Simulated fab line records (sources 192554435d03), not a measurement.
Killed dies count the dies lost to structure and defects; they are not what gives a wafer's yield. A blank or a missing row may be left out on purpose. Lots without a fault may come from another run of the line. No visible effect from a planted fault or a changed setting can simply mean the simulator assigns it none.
Matching of chambers -- flow n5Finfet -- N5_BEOL_M9_ETCH_61 on rieDiel-04: 4 sister chambers
The step etches SiARC in CF4, target depth 39 nm, time 65 s. 4 wafers are shown with their chamber, then 8 later ones without.

WAFERS WITH THEIR CHAMBER
wafer,chamber,showerheadPlenumPTorr (Torr)
L083.4,0,2.11
L087.4,1,2.13
L087.6,3,2.21
L086.1,2,2.20

WAFERS WITH NO CHAMBER GIVEN
wafer,showerheadPlenumPTorr (Torr)
L086.2,2.10
L086.5,2.20
L089.2,2.21
L089.4,2.10
L089.6,2.21
L094.4,2.19
L094.5,2.10
L094.6,2.13

WHICH CHAMBER EACH WENT THROUGH
wafer,from the rows above,in truth
L086.2,0,0
L086.5,can't be placed: 2 or 3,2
L089.2,can't be placed: 3 or 2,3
L089.4,0,0
L089.6,can't be placed: 3 or 2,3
L094.4,can't be placed: 2 or 3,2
L094.5,0,0
L094.6,1,1
Correctly placed: 4 of 8. Can't be placed from these rows: 4 (the true chamber is among the candidates in 4). 0 placed wrongly.
How it was worked out, from the rows above alone: a wafer's distance from a chamber is the root of the sum, over the readings, of the square of ((its reading less the chamber's mean) divided by the reading's scatter). The wafer belongs to the nearest chamber; if the next one is less than 2 further off, it can't be placed. The mean given for a chamber averages the wafers shown for that chamber. The scatter (one wafer shown for each chamber): square how far every hidden wafer sits from the nearest shown wafer, average those squares and take the square root.
